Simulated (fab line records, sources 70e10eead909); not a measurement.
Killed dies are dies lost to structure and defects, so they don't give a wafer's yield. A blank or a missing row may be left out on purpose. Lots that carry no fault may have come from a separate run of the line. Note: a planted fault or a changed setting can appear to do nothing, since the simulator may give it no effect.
fab line records	flow nand-harc
[record] lots = 14	wafers = 40	last-day = 34
route steps=1302 shown A_CHANNEL_HOLE_D2@588 A_CHANNEL_FILL_D2@619
lots that met no fault: taken from a fault-free run of the same line
start-h: start of the lot's first displayed wafer, in hours after the record's first day	wait-h: how many hours have passed since the lot's step before this one	" same as the row above	L1.1+2: a single row standing in for several wafers	- either no value or no given start	* or withheld: withheld	< > ~ a bound
route shown NAME@n: names a module that has steps shown in the file, with the first one's number in the route	usual: average and standard deviation across the fault-free wafers	same: alike in all rows	chamber/n: place in a boat	sites: the reading at each site	_std_site: the values' standard deviation	_edge_site: outer sites' mean less inner sites'	radius-mm: for every site, how far away it sits from the centre of the wafer	mask NAME#n: copy n	behind: the tool/chamber that last shaped the wafer	hold: why the lot went on hold/how many hours it stayed there/how the hold came to an end	device: transistor that didn't switch, given as n, p or np	end of line: at the end of the route, the tests of the same wafers	for a step that has no rows: nothing shown but its recipe	killed: dies lost to structure and defects at the first sort, not the wafer's yield	map: a wafer's dies, x killed, . not, _ none there
set.NAME: the setting that was run; set.NAME@STEP: the one run at that earlier step	model.NAME: the simulator's own value behind a step, which no gauge read
the route's steps for a sample of lots (tables are steps, rows are wafers)
services: the hour from which a tool's chamber was out of use, counted from the record's first day as start-h (under 0 if before that day), plus the number of hours and why
[[steps]]
[step NHARC_A_CHANNEL_HOLE_D2_ETCH_34]
[recipe] target-depth-a = 1540	time-s = 77	cf4-flow-sccm = 100	chf3-flow-sccm = 30	ar-flow-sccm = 0	rf-w = 500	bias-w = 200	chemistry = CF4/CHF3
[usual] drypump-motor-current-A = 5.6/0.45	oes-product-au = 0.955/0.02	rf-vpp-V = 370.3/2.6	showerhead-plenum-p-Torr = 1.57/0.07	throttle-valve-pct = 16.804/0.0095
lot.wafer	tool	chamber	start-h	wait-h	drypump-motor-current-A	oes-product-au	rf-hours-counter-h	rf-vpp-V	showerhead-plenum-p-Torr	throttle-valve-pct
L439.3	rie-diel-12	3	-	-	5.1	0.945	1.9	370.7	1.56	16.805
L439.5	"	3	"	"	5.1	0.951	-	369.1	1.56	16.807
L439.6	"	2	"	"	4.6	0.979	-	372.6	1.62	16.782
L440.1	rie-diel-12	3	-	-	5.1	0.940	2.9	370.7	1.56	16.809
L440.2	"	1	"	"	5.9	0.952	2.9	370.8	1.58	16.797
L440.5	"	2	"	"	4.6	0.982	-	373.6	1.62	16.793
L443.1	rie-diel-02	2	-	-	5.7	0.941	4.4	367.4	1.47	16.802
L443.6	"	1	"	"	5.7	0.955	-	369.4	1.55	16.793
L443.5	"	2	"	"	5.8	0.927	-	366.0	1.47	16.815
L444.1	rie-diel-07	2	-	-	5.8	0.935	2.2	369.6	1.55	16.798
L444.6	"	3	"	"	5.8	0.959	-	366.4	1.50	16.797
L444.5	"	0	"	"	5.2	0.986	-	367.9	1.50	16.816
L445.2	rie-diel-02	1	-	-	5.7	0.982	8.2	370.9	1.55	16.796
L445.3	"	2	"	"	5.8	0.965	7.6	365.8	1.46	16.805
L445.5	"	2	"	"	5.8	0.967	-	365.5	1.46	16.822
L449.2	rie-diel-02	3	-	-	5.7	0.915	8.0	368.6	1.49	16.802
L449.1	"	2	"	"	5.8	0.911	8.3	368.2	1.46	16.784
L449.6	"	0	"	"	5.7	0.930	-	372.6	1.64	16.796
L447.4	rie-diel-02	2	-	-	5.8	0.938	8.9	366.3	1.46	16.790
L447.1	"	3	"	"	5.7	0.949	8.7	367.7	1.49	16.814
L447.2	"	1	"	"	5.7	0.953	9.2	371.3	1.55	16.792
L450.3	rie-diel-07	1	-	-	6.5	0.915	5.8	373.4	1.67	16.813
L450.2	"	3	"	"	5.8	0.912	5.6	366.9	1.50	16.809
L450.6	"	2	"	"	5.8	0.905	-	367.1	1.55	16.809
L451.4	rie-diel-12	0	-	-	5.5	0.977	6.4	375.1	1.68	16.806
L451.5	"	2	"	"	4.6	0.971	-	372.4	1.62	16.792
L452.3	rie-diel-02	0	-	-	5.7	0.980	1.2	372.6	1.64	16.792
L452.6	"	1	"	"	5.7	0.953	-	370.6	1.55	16.803
L458.4	rie-diel-12	1	-	-	5.9	0.951	2.5	372.3	1.58	16.799
L458.1	"	2	"	"	4.6	0.960	2.4	371.5	1.62	16.806
L458.6	"	1	"	"	5.9	0.959	-	370.1	1.58	16.802
L460.2	rie-diel-02	3	-	-	5.7	0.962	6.1	368.7	1.49	16.799
L460.6	"	1	"	"	5.7	0.970	-	368.9	1.55	16.812
L460.5	"	2	"	"	5.8	0.965	-	368.4	1.46	16.808
L461.4	rie-diel-07	0	-	-	5.2	0.962	1.6	367.6	1.49	16.795
L461.1	"	2	"	"	5.8	0.966	1.3	369.9	1.55	16.795
L461.3	"	3	"	"	5.8	0.946	1.5	368.0	1.50	16.800
L462.1	rie-diel-12	0	-	-	5.5	0.915	3.4	374.3	1.68	16.787
L462.2	"	3	"	"	5.1	0.915	3.7	370.8	1.55	16.801
L462.5	"	1	"	"	5.9	0.911	-	369.5	1.58	16.812
[step NHARC_A_CHANNEL_HOLE_D2_ETCH_19]
[recipe] bias-v = 1200	source-w = 2500	pressure-mtorr = 15	time-s = 34.5	ar-flow-sccm = 375	c4f8-flow-sccm = 28.8	o2-flow-sccm = 96.2	temp-c = -20	target-depth-a = *	chemistry = C4F8/O2/Ar
[usual] bias-v = 1200/12	drypump-motor-current-A = 5.4/0.51	showerhead-plenum-p-Torr = 3.70/0.051	throttle-valve-pct = 37.038/0.01
lot.wafer	tool	chamber	start-h	wait-h	bias-v	drypump-motor-current-A	rf-hours-counter-h	showerhead-plenum-p-Torr	throttle-valve-pct
L439.3	har-etch-02	0	295.91	3.9	1202	5.5	-	3.78	37.037
L439.5	"	1	"	"	1207	5.2	-	3.78	37.043
L439.6	"	0	"	"	1203	5.5	-	3.78	37.021
L440.1	har-etch-01	0	305.57	0.1	1201	6.1	153	3.67	37.057
L440.2	"	1	"	"	1198	4.8	153	3.74	37.046
L440.5	"	0	"	"	1183	6.1	-	3.67	37.052
L443.1	har-etch-01	0	328.77	0.1	1180	6.1	165	3.67	37.042
L443.5	"	0	"	"	1207	6.0	-	3.66	37.030
L443.6	"	1	"	"	1200	4.7	-	3.73	37.028
L444.1	har-etch-02	0	352.84	4.4	1178	5.5	388	3.76	37.038
L444.5	"	1	"	"	1215	5.2	-	3.76	37.032
L444.6	"	0	"	"	1201	5.5	-	3.76	37.043
L445.2	har-etch-02	0	363.10	0.1	1202	5.5	392	3.76	37.034
L445.3	"	0	"	"	1193	5.5	-	3.76	37.052
L445.5	"	1	"	"	1198	5.2	-	3.76	37.035
L449.2	har-etch-01	0	380.07	0.1	1189	6.0	199	3.65	37.047
L449.1	"	1	"	"	1222	4.7	199	3.71	37.033
L449.6	"	0	"	"	1184	6.0	-	3.65	37.046
L447.1	har-etch-01	1	384.24	3.5	1195	4.7	203	3.71	37.042
L447.2	"	0	"	"	1196	6.0	203	3.64	37.042
L447.4	"	1	"	"	1181	4.7	-	3.71	37.032
L450.2	har-etch-02	0	406.31	0.1	1204	5.5	8	3.75	37.053
L450.3	"	0	"	"	1200	5.5	-	3.75	37.027
L450.6	"	0	"	"	1190	5.5	-	3.75	37.030
L451.4	har-etch-01	0	406.49	0.1	1186	6.1	-	3.63	37.042
L451.5	"	1	"	"	1208	4.8	-	3.70	37.037
L452.3	har-etch-02	0	428.23	1.8	1208	5.5	-	3.74	37.034
L452.6	"	0	"	"	1188	5.5	-	3.74	37.027
L458.1	har-etch-02	1	496.73	0.1	1186	5.2	57	3.72	37.045
L458.4	"	1	"	"	1173	5.2	-	3.72	37.043
L458.6	"	1	"	"	1179	5.2	-	3.72	37.008
L460.2	har-etch-02	1	500.90	0.4	1184	5.2	61	3.72	37.052
L460.6	"	0	"	"	1191	5.5	-	3.71	37.014
L460.5	"	1	"	"	1179	5.2	-	3.72	37.035
L461.1	har-etch-01	1	518.10	2.3	1210	4.7	287	3.66	37.042
L461.4	"	1	"	"	1202	4.7	-	3.66	37.036
L461.3	"	0	"	"	1205	6.1	-	3.60	37.032
L462.1	har-etch-01	0	531.97	0.1	1209	6.0	291	3.60	37.040
L462.2	"	1	"	"	1197	4.8	291	3.66	37.039
L462.5	"	1	"	"	1197	4.8	-	3.66	37.051
[step NHARC_A_CHANNEL_FILL_D2_ETCHBACK_19]
[recipe] target-depth-a = 50	time-s = 1.7	hbr-flow-sccm = 150	cl2-flow-sccm = 50	rf-w = 400	icp-w = 400	bias-w = 100	chemistry = HBr/Cl2
[usual] drypump-motor-current-A = 5.7/0.48	hbr-flow-sccm = 150.0/0.45	oes-product-au = 1.000/0.011	throttle-valve-pct = 26.406/0.0099
lot.wafer	tool	chamber	start-h	wait-h	drypump-motor-current-A	hbr-flow-sccm	oes-product-au	rf-hours-counter-h	throttle-valve-pct
L439.3	rie-si-01	2	327.73	0.4	6.7	150.1	0.995	0.7	26.399
L439.6	"	3	"	"	5.4	149.4	1.002	-	26.426
L439.5	"	0	"	"	5.8	150.1	1.004	-	26.420
L440.2	rie-si-02	3	335.47	0.4	5.1	149.9	0.991	0.4	26.404
L440.1	"	1	"	"	6.0	150.0	0.990	0.3	26.420
L440.5	"	2	"	"	5.8	150.6	0.990	-	26.394
L443.1	rie-si-06	3	358.82	0.4	6.0	149.1	0.998	0.5	26.403
L443.6	"	1	"	"	5.1	150.3	0.981	-	26.402
L443.5	"	2	"	"	6.2	150.1	1.001	-	26.411
L444.1	rie-si-06	0	382.93	0.4	5.5	149.4	1.006	0.7	26.412
L444.6	"	1	"	"	5.1	150.2	0.984	-	26.400
L444.5	"	2	"	"	6.2	149.7	1.011	-	26.410
L445.2	rie-si-02	1	393.19	0.4	6.0	150.1	1.003	0.7	26.405
L445.3	"	3	"	"	5.2	149.0	0.993	0.7	26.424
L445.5	"	1	"	"	6.0	150.4	0.993	-	26.412
L447.1	rie-si-06	1	412.87	0.4	5.1	150.0	0.966	0.9	26.410
L447.4	"	2	"	"	6.2	149.5	1.002	0.8	26.427
L447.2	"	3	"	"	5.9	149.6	1.012	0.8	26.407
L449.1	rie-si-01	2	412.87	0.4	6.7	149.7	0.983	0.2	26.391
L449.2	"	3	"	"	5.4	149.3	1.003	0.2	26.406
L449.6	"	2	"	"	6.6	149.4	0.983	-	26.392
L450.2	rie-si-01	3	436.76	0.4	5.4	149.6	1.003	0.4	26.397
L450.3	"	0	"	"	5.8	150.3	1.004	0.3	26.414
L450.6	"	3	"	"	5.4	150.1	1.004	-	26.407
L451.4	rie-si-06	3	436.78	0.4	6.0	150.1	0.725	0	26.386
L451.5	"	1	"	"	5.1	150.9	1.002	-	26.398
L452.3	rie-si-06	3	458.91	0.4	6.0	150.4	0.712	0.1	26.403
L452.6	"	0	"	"	5.5	150.7	0.988	-	26.422
L458.1	rie-si-06	1	527.30	0.4	5.1	149.6	1.007	0.4	26.410
L458.4	"	3	"	"	6.0	150.5	1.005	0.5	26.393
L458.6	"	0	"	"	5.5	149.9	1.005	-	26.398
L460.2	rie-si-01	0	531.16	0.4	5.8	150.2	1.007	1.0	26.417
L460.6	"	2	"	"	6.6	149.5	0.993	-	26.389
L460.5	"	3	"	"	5.4	149.5	1.003	-	26.387
L461.4	rie-si-02	2	547.99	0.4	5.9	150.0	0.994	0.5	26.410
L461.1	"	3	"	"	5.1	149.9	0.996	0.5	26.412
L461.3	"	0	"	"	5.5	149.6	1.011	0.5	26.414
L462.1	rie-si-01	3	564.81	0.4	5.5	149.5	1.001	0.1	26.416
L462.2	"	1	"	"	4.9	149.6	1.002	0.1	26.403
L462.5	"	0	"	"	5.8	150.8	1.006	-	26.409
[step NHARC_A_CHANNEL_FILL_D2_STRIP_29]
[recipe] time-s = 20	o2-flow-sccm = 500	ar-flow-sccm = 0	bias-w = 0	chemistry = O2
[usual] drypump-motor-current-A = 5.8/0.51	oes-product-au = 1.001/0.01	rf-vpp-V = 57.9/0.92	showerhead-plenum-p-Torr = 3.57/0.14	throttle-valve-pct = 17.036/0.0094
lot.wafer	tool	chamber	start-h	wait-h	drypump-motor-current-A	oes-product-au	rf-hours-counter-h	rf-vpp-V	showerhead-plenum-p-Torr	throttle-valve-pct
L439.3	rie-diel-04	3	-	-	6.2	0.994	5	58.0	3.51	17.048
L439.5	"	1	"	"	6.4	1.006	-	56.6	3.66	17.037
L439.6	"	2	"	"	5.9	0.998	-	58.7	3.70	17.040
L440.2	rie-diel-08	1	-	-	5.9	0.999	4	57.5	3.64	17.047
L440.1	"	2	"	"	4.8	1.006	4	57.6	3.71	17.041
L440.5	"	0	"	"	6.1	1.003	-	57.3	3.34	17.034
L443.1	rie-diel-04	0	-	-	5.6	0.996	1	58.7	3.60	17.035
L443.5	"	0	"	"	5.6	0.998	-	57.2	3.60	17.049
L443.6	"	1	"	"	6.4	0.993	-	58.7	3.66	17.035
L444.1	rie-diel-04	2	-	-	5.9	1.007	1	57.8	3.70	17.038
L444.5	"	1	"	"	6.5	0.989	-	57.2	3.66	17.044
L444.6	"	2	"	"	5.9	1.007	-	56.1	3.70	17.043
L445.2	rie-diel-04	3	-	-	6.1	0.996	2	56.9	3.51	17.024
L445.3	"	1	"	"	6.5	0.987	2	59.0	3.66	17.049
L445.5	"	3	"	"	6.2	1.011	-	58.3	3.51	17.033
L449.1	rie-diel-08	1	-	-	6.0	0.987	1	59.2	3.63	17.022
L449.2	"	2	"	"	4.7	1.011	1	58.5	3.71	17.021
L449.6	"	1	"	"	6.0	0.989	-	59.1	3.63	17.059
L447.4	rie-diel-03	3	-	-	5.7	0.997	26	57.5	3.64	17.035
L447.2	"	0	"	"	5.6	0.972	16	59.0	3.69	17.034
L447.1	"	1	"	"	5.3	0.996	26	57.1	3.29	17.024
L450.2	rie-diel-08	3	-	-	6.6	1.003	2	56.5	3.43	17.028
L450.3	"	0	"	"	6.1	0.994	2	57.0	3.34	17.038
L450.6	"	3	"	"	6.6	1.012	-	57.8	3.43	17.011
L451.4	rie-diel-03	3	-	-	5.7	1.003	28	57.3	3.64	17.028
L451.5	"	1	"	"	5.3	0.990	-	57.6	3.29	17.022
L452.3	rie-diel-03	1	-	-	5.3	1.003	2	58.6	3.28	17.037
L452.6	"	1	"	"	5.3	1.005	-	56.3	3.28	17.032
L460.2	rie-diel-04	2	-	-	5.9	0.987	0	59.1	3.69	17.025
L460.5	"	2	"	"	5.9	0.994	-	58.2	3.69	17.039
L460.6	"	3	"	"	6.2	0.992	-	58.1	3.51	17.035
L458.1	rie-diel-03	3	-	-	5.7	0.985	14	58.3	3.63	17.056
L458.4	"	0	"	"	5.6	1.002	15	58.4	3.68	17.036
L458.6	"	2	"	"	5.2	1.014	-	57.6	3.69	17.045
L461.1	rie-diel-08	3	-	-	6.6	0.992	0	57.3	3.43	17.031
L461.3	"	0	"	"	6.1	1.018	1	57.7	3.34	17.041
L461.4	"	1	"	"	5.9	1.004	1	56.5	3.63	17.035
L462.2	rie-diel-08	3	-	-	6.6	1.002	1	58.2	3.43	17.011
L462.1	"	1	"	"	6.0	1.007	1	57.8	3.63	17.038
L462.5	"	3	"	"	6.6	1.002	-	58.0	3.43	17.037
[[services]]
tool	chamber	start-h	hours	kind
rie-diel-02	2	277.87	7.5	repair
rie-diel-08	2	309.89	3.1	repair
rie-diel-02	3	318.02	19.0	repair
rie-diel-02	0	340.63	3.5	repair
rie-diel-04	-	354.90	9.0	pm
rie-diel-08	2	359.86	12.1	repair
rie-diel-08	-	367.80	9.0	pm
rie-si-01	-	370.00	9.0	pm
har-etch-02	-	377.20	17.0	pm
rie-diel-02	2	389.77	4.3	repair
rie-diel-02	-	393.71	9.0	pm
rie-diel-08	0	415.25	4.6	repair
rie-diel-04	-	423.73	1.5	repair
rie-si-06	-	426.00	9.0	pm
rie-diel-04	0	448.32	3.1	repair
rie-diel-04	1	455.32	11.3	repair
rie-si-01	-	488.25	0.5	repair
rie-diel-02	0	523.28	4.3	repair
rie-si-06	2	531.20	4.5	repair
rie-diel-04	-	531.90	9.0	pm
rie-diel-08	-	544.80	9.0	pm
rie-si-01	-	547.00	9.0	pm
rie-diel-08	3	558.32	8.6	repair
rie-diel-02	-	570.71	9.0	pm
[[key]]
[first-sign] step = NHARC_A_CHANNEL_FILL_D2_ETCHBACK_19	reading = oes-product-au	direction = down	sigmas = 26	usual = 1.000	struck = 0.719
effect none on later readings
met-at NHARC_A_CHANNEL_FILL_D2_ETCHBACK_19
struck-lots L451,L452
struck-wafers L451.4,L452.3
later-rows-left-out L451.4,L452.3
sort-left-out L451.4,L452.3
tester-left-out L451,L452
not-acting-at NHARC_A_CHANNEL_HOLE_D2_ETCH_34,NHARC_A_CHANNEL_HOLE_D2_ETCH_19,NHARC_A_CHANNEL_FILL_D2_STRIP_29
onset-between 412.87 436.78
[fault] kind = process-parameter-drift	tool = rie-si-06	chamber = -	onset-h = 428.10	steps = NHARC_A_CHANNEL_FILL_D2_ETCHBACK_19	channel = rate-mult	offset = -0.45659	shape = step	end-h = 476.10	scope = struck-wafers-only
// tester-left-out: of these lots the tester's yield and bins aren't shown, on N5 and GAA mostly nor the transistor test; their killed dies are dies lost to structure and defects alone, not to doping, threshold or leakage, so they don't give the yield
// sort-left-out: the simulated sort isn't trusted on such a fault, so these wafers' sort isn't shown, and their yield isn't known
// later-rows-left-out: the simulator's readings of these wafers behind a module that went badly wrong aren't trusted and aren't shown, but for the sort
